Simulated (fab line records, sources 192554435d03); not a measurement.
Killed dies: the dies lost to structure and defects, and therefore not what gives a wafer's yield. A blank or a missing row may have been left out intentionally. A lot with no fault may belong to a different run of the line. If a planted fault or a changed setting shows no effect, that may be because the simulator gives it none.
Matching of chambers || flow n5Finfet || 4 sister chambers for N5_BEOL_M1_TRENCH_ETCH_37 on rieDiel-01
The step etches SiOC in C4F6/O2, target depth 55.207 nm, time 29 s. 8 wafers are shown with their chamber, then 7 later ones without.

EACH WAFER AND ITS CHAMBER
{"wafer": "L643.3", "chamber": 3, "rfVppV (V)": 632, "drypumpMotorCurrentA (A)": 6.1}
{"wafer": "L643.4", "chamber": 2, "rfVppV (V)": 682, "drypumpMotorCurrentA (A)": 5.3}
{"wafer": "L644.1", "chamber": 3, "rfVppV (V)": 633, "drypumpMotorCurrentA (A)": 6.0}
{"wafer": "L644.5", "chamber": 0, "rfVppV (V)": 675, "drypumpMotorCurrentA (A)": 5.5}
{"wafer": "L654.5", "chamber": 1, "rfVppV (V)": 681, "drypumpMotorCurrentA (A)": 5.4}
{"wafer": "L654.6", "chamber": 0, "rfVppV (V)": 676, "drypumpMotorCurrentA (A)": 5.5}
{"wafer": "L655.2", "chamber": 2, "rfVppV (V)": 682, "drypumpMotorCurrentA (A)": 5.3}
{"wafer": "L655.3", "chamber": 1, "rfVppV (V)": 681, "drypumpMotorCurrentA (A)": 5.4}

WAFERS WITH NO CHAMBER GIVEN
{"wafer": "L655.6", "rfVppV (V)": 680, "drypumpMotorCurrentA (A)": 5.3}
{"wafer": "L656.2", "rfVppV (V)": 674, "drypumpMotorCurrentA (A)": 5.5}
{"wafer": "L656.5", "rfVppV (V)": 681, "drypumpMotorCurrentA (A)": 5.4}
{"wafer": "L656.6", "rfVppV (V)": 676, "drypumpMotorCurrentA (A)": 5.5}
{"wafer": "L657.4", "rfVppV (V)": 680, "drypumpMotorCurrentA (A)": 5.2}
{"wafer": "L657.5", "rfVppV (V)": 676, "drypumpMotorCurrentA (A)": 5.5}
{"wafer": "L657.6", "rfVppV (V)": 632, "drypumpMotorCurrentA (A)": 6.1}

EACH ONE'S CHAMBER
{"wafer": "L655.6", "from the rows above": "can't be placed: 1 or 2", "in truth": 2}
{"wafer": "L656.2", "from the rows above": 0, "in truth": 0}
{"wafer": "L656.5", "from the rows above": 1, "in truth": 1}
{"wafer": "L656.6", "from the rows above": 0, "in truth": 0}
{"wafer": "L657.4", "from the rows above": "can't be placed: 2 or 1", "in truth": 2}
{"wafer": "L657.5", "from the rows above": 0, "in truth": 0}
{"wafer": "L657.6", "from the rows above": 3, "in truth": 3}
Placed correctly: 5 of 7. These rows do not allow placing 2 (true chamber among the candidates in 2). 0 placed wrongly.
How it was worked out, from the rows above alone: a wafer's distance from a chamber is the root of the sum, over the readings, of the square of ((its reading less the chamber's mean) divided by the reading's scatter). The wafer belongs to the nearest chamber; if the next one is less than 2 further off, it can't be placed. Each chamber's mean is taken over the wafers shown for it. How the scatter is found: for the shown wafers, subtract from each reading the mean of its chamber, square and add these, divide the total by (wafers less chambers), then take the root.
